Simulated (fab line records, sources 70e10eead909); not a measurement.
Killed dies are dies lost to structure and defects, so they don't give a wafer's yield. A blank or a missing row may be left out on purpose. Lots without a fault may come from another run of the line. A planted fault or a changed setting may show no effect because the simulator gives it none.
Chamber matching | flow nand_harc | NHARC_A_CHANNEL_HOLE_D2_DESCUM_15 on rie_diel-05: 4 sister chambers
The step chemistry O2, time 3 s. 4 wafers are shown with their chamber, then 8 later ones without.

WAFERS WITH THEIR CHAMBER
wafer  | chamber | showerhead_plenum_p_Torr (Torr)
L090.3 | 2       | 1.84
L090.4 | 1       | 1.99
L090.5 | 3       | 1.98
L092.1 | 0       | 2.03

WAFERS WITHOUT THEIR CHAMBER
wafer  | showerhead_plenum_p_Torr (Torr)
L092.2 | 1.97
L092.3 | 1.99
L093.1 | 2.03
L093.4 | 1.84
L093.5 | 1.97
L096.1 | 1.97
L096.2 | 1.84
L096.5 | 1.84

WHICH CHAMBER EACH WENT THROUGH
wafer  | from the rows above     | in truth
L092.2 | can't be placed: 3 or 1 | 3
L092.3 | can't be placed: 1 or 3 | 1
L093.1 | 0                       | 0
L093.4 | 2                       | 2
L093.5 | can't be placed: 3 or 1 | 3
L096.1 | can't be placed: 3 or 1 | 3
L096.2 | 2                       | 2
L096.5 | 2                       | 2
Placed correctly: 4 of 8. Can't be placed from these rows: 4 (the true chamber is among the candidates in 4). Placed wrongly: 0.
How it was worked out, from the rows above alone: a wafer's distance from a chamber is the root of the sum, over the readings, of the square of ((its reading less the chamber's mean) divided by the reading's scatter). The wafer belongs to the nearest chamber; if the next one is less than 2 further off, it can't be placed. A chamber's mean is the mean of its shown wafers. The scatter: with one shown wafer a chamber, the root of the mean of the squares of how far each hidden wafer lies from its nearest shown one.
